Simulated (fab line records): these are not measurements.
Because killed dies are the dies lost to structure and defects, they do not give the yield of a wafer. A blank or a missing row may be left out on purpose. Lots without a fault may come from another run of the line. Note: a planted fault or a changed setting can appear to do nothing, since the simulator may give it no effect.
The tool behind it: which one? / flow n5 finfet / 9 lots with 27 wafers sampled at 5 steps, on a route of 1938 steps

== WHAT EACH GAUGE READ, for each wafer ==
N5_BEOL_M4_RC_MEAS_101. Usual: DIBL_N 36.1 mV/V, standard deviation 1.6; DIBL_P 35.8 mV/V, standard deviation 2.1; IOFF_N 0.16 nA/um, standard deviation 0.031; IOFF_P 0.21 nA/um, standard deviation 0.034; ION_N 673 uA/um, standard deviation 12; ION_P 461 uA/um, standard deviation 7.2; SS_N 71.4 mV/dec, standard deviation 0.59; SS_P 73.3 mV/dec, standard deviation 0.63; VT_N 250 mV, standard deviation 3.1; VT_P -250 mV, standard deviation 3.3.
lot=L313; measured=day 8 07:31; on=prober-01; DIBL_N (mV/V)=35.3 38.5 36.4; DIBL_P (mV/V)=35.4 38.8 37.1; IOFF_N (nA/um)=0.15 0.21 0.16; IOFF_P (nA/um)=0.19 0.24 0.23; ION_N (uA/um)=674 687 674; ION_P (uA/um)=457 461 465; SS_N (mV/dec)=71.6 72.6 71.7; SS_P (mV/dec)=73.0 73.6 73.4; VT_N (mV)=249 245 250; VT_P (mV)=-251 -249 -247; flag=
lot=L321; measured=day 10 17:31; on=prober-02; DIBL_N (mV/V)=37.3 36.4 36.4; DIBL_P (mV/V)=37.4 35.5 36.1; IOFF_N (nA/um)=0.17 0.14 0.15; IOFF_P (nA/um)=0.23 0.18 0.21; ION_N (uA/um)=678 667 668; ION_P (uA/um)=468 453 454; SS_N (mV/dec)=71.3 70.6 70.6; SS_P (mV/dec)=73.4 73.6 73.7; VT_N (mV)=246 251 251; VT_P (mV)=-247 -253 -251; flag=
lot=L322; measured=day 10 18:57; on=prober-01; DIBL_N (mV/V)=35.4 35.0 35.7; DIBL_P (mV/V)=36.1 35.7 36.6; IOFF_N (nA/um)=0.14 0.14 0.14; IOFF_P (nA/um)=0.17 0.17 0.18; ION_N (uA/um)=667 676 664; ION_P (uA/um)=452 460 452; SS_N (mV/dec)=71.0 71.0 71.4; SS_P (mV/dec)=73.5 72.2 73.3; VT_N (mV)=253 251 254; VT_P (mV)=-256 -255 -255; flag=
lot=L323; measured=day 11 06:13; on=prober-01; DIBL_N (mV/V)=34.2 34.6 36.7; DIBL_P (mV/V)=34.8 36.0 36.9; IOFF_N (nA/um)=0.14 0.15 0.18; IOFF_P (nA/um)=0.20 0.21 0.21; ION_N (uA/um)=666 688 687; ION_P (uA/um)=463 478 471; SS_N (mV/dec)=70.9 71.3 71.7; SS_P (mV/dec)=72.3 72.5 73.6; VT_N (mV)=250 248 247; VT_P (mV)=-249 -250 -254; flag=
lot=L324; measured=day 11 10:46; on=prober-01; DIBL_N (mV/V)=36.6 36.2 33.7; DIBL_P (mV/V)=36.1 34.7 32.1; IOFF_N (nA/um)=0.16 0.15 0.12; IOFF_P (nA/um)=0.22 0.19 0.16; ION_N (uA/um)=667 665 658; ION_P (uA/um)=463 457 448; SS_N (mV/dec)=71.8 71.3 70.5; SS_P (mV/dec)=73.7 72.7 72.8; VT_N (mV)=249 253 252; VT_P (mV)=-248 -249 -251; flag=
lot=L327; measured=day 11 19:40; on=prober-01; DIBL_N (mV/V)=35.4 33.9 32.9; DIBL_P (mV/V)=35.8 34.5 33.4; IOFF_N (nA/um)=0.15 0.13 0.11; IOFF_P (nA/um)=0.21 0.18 0.17; ION_N (uA/um)=672 656 646; ION_P (uA/um)=465 454 457; SS_N (mV/dec)=71.2 70.8 70.6; SS_P (mV/dec)=73.1 72.5 72.7; VT_N (mV)=249 254 253; VT_P (mV)=-250 -250 -252; flag=
lot=L332; measured=day 13 07:11; on=prober-02; DIBL_N (mV/V)=35.3 37.0 37.0; DIBL_P (mV/V)=34.9 37.4 35.8; IOFF_N (nA/um)=0.15 0.18 0.18; IOFF_P (nA/um)=0.23 0.26 0.23; ION_N (uA/um)=667 670 675; ION_P (uA/um)=470 470 465; SS_N (mV/dec)=71.1 71.5 71.3; SS_P (mV/dec)=73.2 73.6 73.6; VT_N (mV)=253 247 249; VT_P (mV)=-247 -247 -247; flag=
lot=L333; measured=day 13 12:44; on=prober-01; DIBL_N (mV/V)=36.8 38.2 37.3; DIBL_P (mV/V)=35.8 38.7 36.1; IOFF_N (nA/um)=0.18 0.21 0.17; IOFF_P (nA/um)=0.22 0.29 0.23; ION_N (uA/um)=676 685 675; ION_P (uA/um)=465 469 462; SS_N (mV/dec)=71.4 72.2 71.9; SS_P (mV/dec)=73.6 74.5 73.7; VT_N (mV)=247 244 249; VT_P (mV)=-247 -246 -249; flag=
lot=L334; measured=day 13 13:10; on=prober-02; DIBL_N (mV/V)=33.8 39.8 37.5; DIBL_P (mV/V)=31.7 39.0 36.7; IOFF_N (nA/um)=0.11 0.26 0.18; IOFF_P (nA/um)=0.18 0.31 0.27; ION_N (uA/um)=650 699 690; ION_P (uA/um)=464 474 471; SS_N (mV/dec)=70.8 71.7 71.7; SS_P (mV/dec)=71.4 73.9 73.3; VT_N (mV)=253 241 244; VT_P (mV)=-249 -241 -244; flag=

== WHICH TOOL RAN EACH LOT (tool, then ch and the chambers of the sampled wafers, then the start) ==
lot=L313; N5_HKMG_FIN_STRIP_34=rie diel-01 ch 0,1,3, day 4 09:52; N5_HKMG_FIN_ETCH_35=rie diel-01 ch 0,1,3, day 4 09:53; N5_HKMG_FIN_STRIP_19=plasma asher-02 ch 0,1, day 4 10:32; N5_HKMG_FIN_ALD_71=ald metal-01 ch 0,1,2, day 4 12:00
lot=L321; N5_HKMG_FIN_STRIP_34=rie diel-01 ch 0,2, day 6 12:32; N5_HKMG_FIN_ETCH_35=rie diel-01 ch 0,2, day 6 12:34; N5_HKMG_FIN_STRIP_19=plasma asher-02 ch 0, day 6 12:53; N5_HKMG_FIN_ALD_71=ald metal-03 ch 0,1,2, day 6 14:20
lot=L322; N5_HKMG_FIN_STRIP_34=rie diel-02 ch 0,1,3, day 6 18:17; N5_HKMG_FIN_ETCH_35=rie diel-02 ch 0,1,3, day 6 18:18; N5_HKMG_FIN_STRIP_19=plasma asher-01 ch 0,1, day 6 18:35; N5_HKMG_FIN_ALD_71=ald metal-01 ch 0,2,3, day 6 20:03
lot=L323; N5_HKMG_FIN_STRIP_34=rie diel-02 ch 1,2,3, day 7 02:41; N5_HKMG_FIN_ETCH_35=rie diel-02 ch 1,2,3, day 7 02:42; N5_HKMG_FIN_STRIP_19=plasma asher-01 ch 0,1, day 7 03:00; N5_HKMG_FIN_ALD_71=ald metal-01 ch 0,2,3, day 7 04:29
lot=L324; N5_HKMG_FIN_STRIP_34=rie diel-04 ch 0,1,2, day 7 06:20; N5_HKMG_FIN_ETCH_35=rie diel-04 ch 0,1,2, day 7 06:21; N5_HKMG_FIN_STRIP_19=plasma asher-01 ch 0, day 7 06:38; N5_HKMG_FIN_ALD_71=ald metal-03 ch 0,2,3, day 7 08:06
lot=L327; N5_HKMG_FIN_STRIP_34=rie diel-02 ch 1,3, day 7 22:12; N5_HKMG_FIN_ETCH_35=rie diel-02 ch 1,3, day 7 22:13; N5_HKMG_FIN_STRIP_19=plasma asher-02 ch 0,1, day 7 22:32; N5_HKMG_FIN_ALD_71=ald metal-04 ch 0,1,3, day 7 23:59
lot=L332; N5_HKMG_FIN_STRIP_34=rie diel-01 ch 1,2,3, day 9 03:26; N5_HKMG_FIN_ETCH_35=rie diel-01 ch 1,2,3, day 9 03:28; N5_HKMG_FIN_STRIP_19=plasma asher-02 ch 1, day 9 03:46; N5_HKMG_FIN_ALD_71=ald metal-04 ch 0,2,3, day 9 05:14
lot=L333; N5_HKMG_FIN_STRIP_34=rie diel-01 ch 1,3, day 9 09:34; N5_HKMG_FIN_ETCH_35=rie diel-01 ch 1,3, day 9 09:35; N5_HKMG_FIN_STRIP_19=plasma asher-01 ch 0,1, day 9 09:53; N5_HKMG_FIN_ALD_71=ald metal-04 ch 0,1,2, day 9 11:20
lot=L334; N5_HKMG_FIN_STRIP_34=rie diel-04 ch 0,2,3, day 9 17:53; N5_HKMG_FIN_ETCH_35=rie diel-04 ch 0,2,3, day 9 17:55; N5_HKMG_FIN_STRIP_19=plasma asher-02 ch 0,1, day 9 18:13; N5_HKMG_FIN_ALD_71=ald metal-01 ch 0,1,3, day 9 19:51
- N5_HKMG_FIN_STRIP_34: strips in CF4.
- N5_HKMG_FIN_ETCH_35: etches SOC in N2/H2, target depth 215.8 nm, time 243.4 s.
- N5_HKMG_FIN_STRIP_19: strips in N2/H2, time 360 s.
- N5_HKMG_FIN_ALD_71: deposits TiN, target thk 1 nm, pulse time 1 s, purge time 3 s.

== AS READ BY THE TOOLS THEMSELVES (means over the sampled wafers that have a number; for cases with no such wafer, the mark the record gives instead) ==
N5_HKMG_FIN_STRIP_34. Usual: drypump motor current A 5.9 A, standard deviation 0.46; oes product au 0.77 a.u., standard deviation 0.062; rf vpp V 271.2 V, standard deviation 1.3; showerhead plenum p Torr 1.80 Torr, standard deviation 0.048; throttle valve pct 13.63 %, standard deviation 0.2.
lot=L313; tool=rie diel-01; drypump motor current A (A)=6.3; oes product au (a.u.)=0.79; rf vpp V (V)=271.3; showerhead plenum p Torr (Torr)=1.80; throttle valve pct (%)=13.63; flag=
lot=L321; tool=rie diel-01; drypump motor current A (A)=5.8; oes product au (a.u.)=0.77; rf vpp V (V)=270.1; showerhead plenum p Torr (Torr)=1.72; throttle valve pct (%)=13.47; flag=
lot=L322; tool=rie diel-02; drypump motor current A (A)=5.7; oes product au (a.u.)=0.80; rf vpp V (V)=272.0; showerhead plenum p Torr (Torr)=1.80; throttle valve pct (%)=13.55; flag=
lot=L323; tool=rie diel-02; drypump motor current A (A)=5.9; oes product au (a.u.)=0.74; rf vpp V (V)=272.0; showerhead plenum p Torr (Torr)=1.81; throttle valve pct (%)=13.72; flag=
lot=L324; tool=rie diel-04; drypump motor current A (A)=5.6; oes product au (a.u.)=0.78; rf vpp V (V)=271.4; showerhead plenum p Torr (Torr)=1.79; throttle valve pct (%)=13.46; flag=
lot=L327; tool=rie diel-02; drypump motor current A (A)=5.6; oes product au (a.u.)=0.74; rf vpp V (V)=271.0; showerhead plenum p Torr (Torr)=1.79; throttle valve pct (%)=13.67; flag=
lot=L332; tool=rie diel-01; drypump motor current A (A)=6.2; oes product au (a.u.)=0.76; rf vpp V (V)=270.6; showerhead plenum p Torr (Torr)=1.80; throttle valve pct (%)=13.75; flag=
lot=L333; tool=rie diel-01; drypump motor current A (A)=6.4; oes product au (a.u.)=0.78; rf vpp V (V)=271.8; showerhead plenum p Torr (Torr)=1.83; throttle valve pct (%)=13.80; flag=
lot=L334; tool=rie diel-04; drypump motor current A (A)=5.6; oes product au (a.u.)=0.82; rf vpp V (V)=271.7; showerhead plenum p Torr (Torr)=1.81; throttle valve pct (%)=13.51; flag=

N5_HKMG_FIN_ETCH_35. Usual: for drypump motor current A, 5.9 A with a standard deviation of 0.47; for h2 flow sccm, 200.0 sccm with a standard deviation of 0.6; for n2 flow sccm, 200.1 sccm with a standard deviation of 0.6; for oes product au, 0.78 a.u. with a standard deviation of 0.065; for rf vpp V, 141.6 V with a standard deviation of 1; for showerhead plenum p Torr, 2.55 Torr with a standard deviation of 0.063; for throttle valve pct, 17.89 % with a standard deviation of 0.19.
lot=L313; tool=rie diel-01; drypump motor current A (A)=6.3; h2 flow sccm (sccm)=200.1; n2 flow sccm (sccm)=200.3; oes product au (a.u.)=0.79; rf vpp V (V)=142.0; showerhead plenum p Torr (Torr)=2.55; throttle valve pct (%)=17.91; flag=
lot=L321; tool=rie diel-01; drypump motor current A (A)=5.8; h2 flow sccm (sccm)=199.8; n2 flow sccm (sccm)=199.5; oes product au (a.u.)=0.76; rf vpp V (V)=140.8; showerhead plenum p Torr (Torr)=2.45; throttle valve pct (%)=17.89; flag=
lot=L322; tool=rie diel-02; drypump motor current A (A)=5.7; h2 flow sccm (sccm)=200.3; n2 flow sccm (sccm)=199.8; oes product au (a.u.)=0.80; rf vpp V (V)=142.3; showerhead plenum p Torr (Torr)=2.55; throttle valve pct (%)=17.68; flag=
lot=L323; tool=rie diel-02; drypump motor current A (A)=5.9; h2 flow sccm (sccm)=200.1; n2 flow sccm (sccm)=200.2; oes product au (a.u.)=0.75; rf vpp V (V)=141.2; showerhead plenum p Torr (Torr)=2.56; throttle valve pct (%)=17.86; flag=
lot=L324; tool=rie diel-04; drypump motor current A (A)=5.6; h2 flow sccm (sccm)=199.9; n2 flow sccm (sccm)=199.8; oes product au (a.u.)=0.78; rf vpp V (V)=141.6; showerhead plenum p Torr (Torr)=2.56; throttle valve pct (%)=17.79; flag=
lot=L327; tool=rie diel-02; drypump motor current A (A)=5.6; h2 flow sccm (sccm)=199.7; n2 flow sccm (sccm)=199.5; oes product au (a.u.)=0.75; rf vpp V (V)=141.9; showerhead plenum p Torr (Torr)=2.52; throttle valve pct (%)=17.75; flag=
lot=L332; tool=rie diel-01; drypump motor current A (A)=6.2; h2 flow sccm (sccm)=200.0; n2 flow sccm (sccm)=199.9; oes product au (a.u.)=0.77; rf vpp V (V)=141.2; showerhead plenum p Torr (Torr)=2.54; throttle valve pct (%)=18.05; flag=
lot=L333; tool=rie diel-01; drypump motor current A (A)=6.4; h2 flow sccm (sccm)=200.4; n2 flow sccm (sccm)=200.3; oes product au (a.u.)=0.79; rf vpp V (V)=141.8; showerhead plenum p Torr (Torr)=2.58; throttle valve pct (%)=18.05; flag=
lot=L334; tool=rie diel-04; drypump motor current A (A)=5.6; h2 flow sccm (sccm)=200.3; n2 flow sccm (sccm)=200.2; oes product au (a.u.)=0.83; rf vpp V (V)=141.8; showerhead plenum p Torr (Torr)=2.56; throttle valve pct (%)=17.71; flag=

N5_HKMG_FIN_STRIP_19. Usual: drypump motor current A 5.29 A, standard deviation 0.27; h2 flow sccm 3250 sccm, standard deviation 9; heater power w 496 W, standard deviation 21; n2 flow sccm 1750 sccm, standard deviation 5.3.
lot=L313; tool=plasma asher-02; drypump motor current A (A)=5.04; h2 flow sccm (sccm)=3256; heater power w (W)=497; n2 flow sccm (sccm)=1752; flag=
lot=L321; tool=plasma asher-02; drypump motor current A (A)=4.97; h2 flow sccm (sccm)=3255; heater power w (W)=480; n2 flow sccm (sccm)=1750; flag=
lot=L322; tool=plasma asher-01; drypump motor current A (A)=5.61; h2 flow sccm (sccm)=3260; heater power w (W)=497; n2 flow sccm (sccm)=1750; flag=
lot=L323; tool=plasma asher-01; drypump motor current A (A)=5.55; h2 flow sccm (sccm)=3249; heater power w (W)=473; n2 flow sccm (sccm)=1746; flag=
lot=L324; tool=plasma asher-01; drypump motor current A (A)=5.47; h2 flow sccm (sccm)=3253; heater power w (W)=466; n2 flow sccm (sccm)=1751; flag=
lot=L327; tool=plasma asher-02; drypump motor current A (A)=5.09; h2 flow sccm (sccm)=3253; heater power w (W)=498; n2 flow sccm (sccm)=1747; flag=
lot=L332; tool=plasma asher-02; drypump motor current A (A)=5.14; h2 flow sccm (sccm)=3249; heater power w (W)=518; n2 flow sccm (sccm)=1752; flag=
lot=L333; tool=plasma asher-01; drypump motor current A (A)=5.60; h2 flow sccm (sccm)=3245; heater power w (W)=495; n2 flow sccm (sccm)=1749; flag=
lot=L334; tool=plasma asher-02; drypump motor current A (A)=5.08; h2 flow sccm (sccm)=3249; heater power w (W)=513; n2 flow sccm (sccm)=1751; flag=

N5_HKMG_FIN_ALD_71. Usual: chamber pressure Torr 2.999 Torr, standard deviation 0.007; heater power w 943 W, standard deviation 81; precursor pulse height rel 1.000, standard deviation 0.019; susceptor temp C 399.99 C, standard deviation 0.2.
lot=L313; tool=ald metal-01; chamber pressure Torr (Torr)=3.004; heater power w (W)=932; precursor pulse height rel=1.007; susceptor temp C (C)=399.77; flag=
lot=L321; tool=ald metal-03; chamber pressure Torr (Torr)=3.006; heater power w (W)=1034; precursor pulse height rel=0.995; susceptor temp C (C)=415.29; flag=OFF
lot=L322; tool=ald metal-01; chamber pressure Torr (Torr)=2.996; heater power w (W)=919; precursor pulse height rel=1.002; susceptor temp C (C)=399.97; flag=
lot=L323; tool=ald metal-01; chamber pressure Torr (Torr)=2.997; heater power w (W)=922; precursor pulse height rel=0.980; susceptor temp C (C)=399.94; flag=
lot=L324; tool=ald metal-03; chamber pressure Torr (Torr)=2.997; heater power w (W)=1106; precursor pulse height rel=0.984; susceptor temp C (C)=415.45; flag=OFF
lot=L327; tool=ald metal-04; chamber pressure Torr (Torr)=2.999; heater power w (W)=918; precursor pulse height rel=1.005; susceptor temp C (C)=400.00; flag=
lot=L332; tool=ald metal-04; chamber pressure Torr (Torr)=2.999; heater power w (W)=869; precursor pulse height rel=0.989; susceptor temp C (C)=399.95; flag=
lot=L333; tool=ald metal-04; chamber pressure Torr (Torr)=2.995; heater power w (W)=905; precursor pulse height rel=1.007; susceptor temp C (C)=400.04; flag=
lot=L334; tool=ald metal-01; chamber pressure Torr (Torr)=2.999; heater power w (W)=937; precursor pulse height rel=0.999; susceptor temp C (C)=400.04; flag=

== THE ANSWER, worked out from the rows above alone ==
Rule: a lot counts as off when the mean over its wafers that have a number is more than 3 standard deviations away from the usual mean. A lot without any number at a reading at which 4 lots or more have one is off too. Any other lot the step has rows for is counted as sound. Order of review: gauges by route order, followed by the tools' own readings, for which a lot's mean as printed above is used. At the first step where some lot is off, the reading lying furthest off is the one used; lots without a number count as furthest.
Off at N5_HKMG_FIN_ALD_71 (susceptor temp C): L321, L324.
If a tool, at that step or one of the process steps before it, ran each lot that is off and ran no sound lot following the first of them, it fits. One candidate fits, namely ald metal-03 at N5_HKMG_FIN_ALD_71. It ran no sound lot before its first lot that is off in this sample, so the start can't be narrowed down.
The tool's own readings at N5_HKMG_FIN_ALD_71 bear it out: on the lots that are off they differ by more than 5 times the standard deviation of the sound lots' means. heater power w reads 1070 W there against 915 W on the sound lots; susceptor temp C reads 415.37 C there against 399.96 C on the sound lots.

== WHAT THE SIMULATOR PUT IN ==
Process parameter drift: ald metal-03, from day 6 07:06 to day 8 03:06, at N5_HKMG_FIN_ALD_71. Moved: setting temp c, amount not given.
Shown lots that were struck: L321, L324. The same result came from the rule above.
